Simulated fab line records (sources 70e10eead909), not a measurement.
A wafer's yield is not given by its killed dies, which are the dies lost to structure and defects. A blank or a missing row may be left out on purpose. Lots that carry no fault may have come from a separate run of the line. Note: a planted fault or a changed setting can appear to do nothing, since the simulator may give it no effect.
2 desks looking at one fault ; flow nand_harc ; numbers are kept per desk, each desk with only its own; the story behind them comes last

== AT THE TOOL OWNER'S DESK: krf_scanner-02 ==
The tool's own readings at NHARC_P_GATE_EXPOSE_56 (exposes mask P PSD, target cd 720 nm): means of the sampled wafers that have a number, for each lot that ran on this tool. A lot is out of limits, marked OUT, if its mean lies more than 4 standard deviations from the usual mean; the brackets give that distance.
Columns: A = exposure_dose_mJ_cm2 at NHARC_P_GATE_EXPOSE_56, usual 14.811; B = reticle_temp_C at NHARC_P_GATE_EXPOSE_56, usual 22.98 C
lot;first seen here;A;B
L985;day 6 20:31;14.820;22.84
L986;day 7 10:56;14.839;22.91
L987;day 7 17:28;14.804;23.00
L988;day 8 04:20;14.808;22.94
L998;day 12 09:36;14.799;22.99
This desk's finding: nothing out of limits on any of the 5 lots.

== THE METROLOGY DESK ==
What the gauges read, lot by lot, whatever tool the lot ran on: means of the sampled wafers that have a number. A lot is out of limits, marked OUT, if its mean lies more than 4 standard deviations from the usual mean; the brackets give that distance.
Columns: A = cd_nm at NHARC_THIN_TSV_CD_MEAS_37, usual 4999.3 nm
lot;first seen here;A
L982;day 23 19:55;5000.8
L983;day 25 01:08;4996.5
L986;day 25 14:00;4992.9
L985;day 25 18:20;4997.2
L987;day 26 07:32;4999.4
L988;day 27 05:48;4997.1
L989;day 27 07:00;4998.4
L995;day 29 04:50;5001.4
L998;day 30 06:25;4999.3
L999;day 30 23:38;4998.2
L101;day 32 10:21;4999.6
L105;day 33 03:16;5001.6
This desk's finding: nothing out of limits on any of the 12 lots.

== ALL TOGETHER ==
Nothing out of limits was seen by the tool owner's desk.
Nothing out of limits was seen by the metrology desk.

== WHAT THE SIMULATOR HAD PUT IN ==
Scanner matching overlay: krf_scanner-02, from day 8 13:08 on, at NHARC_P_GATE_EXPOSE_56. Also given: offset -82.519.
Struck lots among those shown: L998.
